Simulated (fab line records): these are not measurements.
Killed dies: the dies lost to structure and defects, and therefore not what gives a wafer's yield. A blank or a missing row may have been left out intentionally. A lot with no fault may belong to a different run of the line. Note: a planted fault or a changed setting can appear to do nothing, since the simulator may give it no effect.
Matching of chambers    flow n5 finfet    4 sister chambers for N5_BEOL_M0_STRIP_104 on rie diel-03
The step strips in N2/H2. 8 wafers are shown with their chamber, then 12 later ones without.

WAFERS WITH THEIR CHAMBER
wafer   chamber  drypump motor current A (A)  showerhead plenum p Torr (Torr)
L083.1  2        5.3                          2.54
L083.4  3        6.4                          2.41
L084.1  3        6.3                          2.41
L084.2  1        5.2                          2.57
L084.6  0        5.7                          2.66
L087.1  2        5.3                          2.54
L087.3  0        5.7                          2.66
L087.6  1        5.2                          2.56

WAFERS WHOSE CHAMBER IS MISSING
wafer   drypump motor current A (A)  showerhead plenum p Torr (Torr)
L089.2  5.7                          2.65
L089.3  5.3                          2.54
L089.4  6.3                          2.41
L091.3  5.7                          2.65
L091.5  5.7                          2.65
L091.6  5.2                          2.56
L092.3  5.2                          2.56
L092.4  5.2                          2.56
L092.6  5.3                          2.53
L097.2  5.7                          2.65
L097.4  5.2                          2.55
L097.5  5.7                          2.65

WHICH CHAMBER EACH WENT THROUGH
wafer   from the rows above      in truth
L089.2  0                        0
L089.3  2                        2
L089.4  3                        3
L091.3  0                        0
L091.5  0                        0
L091.6  1                        1
L092.3  1                        1
L092.4  1                        1
L092.6  2                        2
L097.2  0                        0
L097.4  can't be placed: 2 or 1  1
L097.5  0                        0
Correctly placed: 11 of 12. Cannot be placed on the basis of these rows: 1; the candidates contain the true chamber in 1. Wrongly placed: 0.
How it was worked out, from the rows above alone: a wafer's distance from a chamber is the root of the sum, over the readings, of the square of ((its reading less the chamber's mean) divided by the reading's scatter). The wafer belongs to the nearest chamber; if the next one is less than 2 further off, it can't be placed. A chamber's mean is the mean of its shown wafers. How the scatter is found: for the shown wafers, subtract from each reading the mean of its chamber, square and add these, divide the total by (wafers less chambers), then take the root.
